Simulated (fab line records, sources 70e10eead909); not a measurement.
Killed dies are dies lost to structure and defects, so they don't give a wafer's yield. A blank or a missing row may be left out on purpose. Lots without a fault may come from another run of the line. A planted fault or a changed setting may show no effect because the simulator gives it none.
A struck lot beside a sound one | flow nand_harc | 15 steps out of a route of 1159
Sound: wafers L556.3, L556.5, L556.6. Struck: wafers L552.3, L552.4, L552.5. The cause comes at the end.
At each step with rows: each side's tool, then ch and its chambers, then its first start. Under that, the readings that differ: sound wafers | struck wafers | difference of the means | sigmas: that difference in standard deviations of wafers without a fault.
alike: readings whose means differ by less than 2 such deviations, and words and numbers that are the same on both sides. not compared: withheld readings, readings that some wafer has no value for, bounds like >300 that may hide the same value, and numbers for which the record gives no deviation and whose values overlap.
The two part at a step that has a row with sigmas, a row that says differs or no value, or rows on one side only. Numbers that don't overlap but have no deviation are shown without sigmas and don't part them. A reading that every wafer of one side lacks parts them only if that side has two wafers or more.

first, 2 steps without rows for these wafers: NHARC_THIN_TSV_PEB_10 (peb time 85 s); NHARC_THIN_TSV_DEVELOP_11 (time 70 s).
NHARC_THIN_TSV_CD_MEAS_12: target cd 1000 nm.
  sound on cd_sem-01 ch 0, day 21 18:44; struck on cd_sem-01 ch 0, day 20 19:33
  alike: cd_nm
then, 2 steps without rows for these wafers: NHARC_THIN_TSV_HARDBAKE_13 (time 80 s); NHARC_THIN_TSV_DESCUM_14 (chemistry O2, time 3 s).
NHARC_THIN_TSV_ETCH_44: etches the open film in CF4/O2, target depth 1594.2 nm, time 797.1 s.
  sound on rie_diel-08 ch 0,1, day 21 18:59; struck on rie_diel-06 ch 0,2, day 20 19:47
  reading                         | sound          | struck         | difference | sigmas
  rf_vpp_V (V)                    | 787 787 786    | 798 793 799    | +10        | +2
  showerhead_plenum_p_Torr (Torr) | 1.70 1.73 1.70 | 1.89 1.82 1.89 | +0.16      | +2
  alike: drypump_motor_current_A, oes_product_au, throttle_valve_pct
  not compared: rf_hours_counter_h
NHARC_THIN_TSV_ETCH_15: target depth 3000 nm, bosch target overetch cycles 2, bosch etch step 2.8 s.
  sound on rie_si-03 ch 0,2,3, day 21 19:35; struck on rie_si-03 ch 0,1,2, day 20 20:22
  alike: drypump_motor_current_A
  not compared: rf_hours_counter_h
NHARC_THIN_TSV_CD_MEAS_16:
  sound on cd_sem-01, day 21 19:43; struck on cd_sem-03, day 20 20:31
  alike: cd_nm
then, 2 steps without rows for these wafers: NHARC_THIN_TSV_STRIP_45 (strips in O2); NHARC_THIN_TSV_STRIP_46 (strips in post etch residue remover, time 1200 s).
NHARC_THIN_TSV_DEP_47: deposits SiO2, target thk 200 nm.
  sound on pecvd-02 ch 0,1,2, day 21 20:35; struck on pecvd-02 ch 0,1, day 20 21:23
  alike: throttle_valve_pct
NHARC_THIN_TSV_ETCHBACK_48: etches the open film in C4F8/Ar, target depth 1028.5 nm, time 405.17 s.
  sound on rie_diel-08 ch 1,2,3, day 21 21:05; struck on rie_diel-06 ch 2,3, day 20 21:47
  alike: oes_product_au, rf_vpp_V
  not compared: rf_hours_counter_h
NHARC_THIN_TSV_STRIP_62: strips in N2/H2, time 20 s.
  sound on plasma_asher-01 ch 0,1, day 21 21:23; struck on plasma_asher-02 ch 0,1, day 20 22:11
  no value came back on the struck wafers for drypump_motor_current_A (A), heater_power_w (W); on the sound wafers drypump_motor_current_A (A) reads 5.98 5.97 6.37
  not compared: rf_hours_counter_h
NHARC_THIN_TSV_DEGAS_49: time 120 s.
  sound on pvd_sputter-03, day 21 21:31; struck on pvd_sputter-01, day 20 22:18
  alike: heater_power_w
NHARC_END_SORT_01:
  sound on prober-01 ch 0, day 22 11:41; struck on prober-02 ch 0, day 21 10:42
  reading         | sound | struck  | difference | sigmas
  killed_at_other | 2 0 1 | 8 8 12  | +8         | +9
  killed_open     | 3 1 0 | 8 10 14 | +9         | +5
  alike: defect_limited_yield, killed_at_array, killed_at_periphery, killed_dies, killed_short, sort_bin_2_pct, sort_bin_3_pct, sort_bin_4_pct, sort_n_pass, sort_rim_yield_pct, sort_yield_pct

WHERE THEY PART
First at NHARC_THIN_TSV_ETCH_44; last, within this record, at NHARC_END_SORT_01.

WHY: what the simulator had put in
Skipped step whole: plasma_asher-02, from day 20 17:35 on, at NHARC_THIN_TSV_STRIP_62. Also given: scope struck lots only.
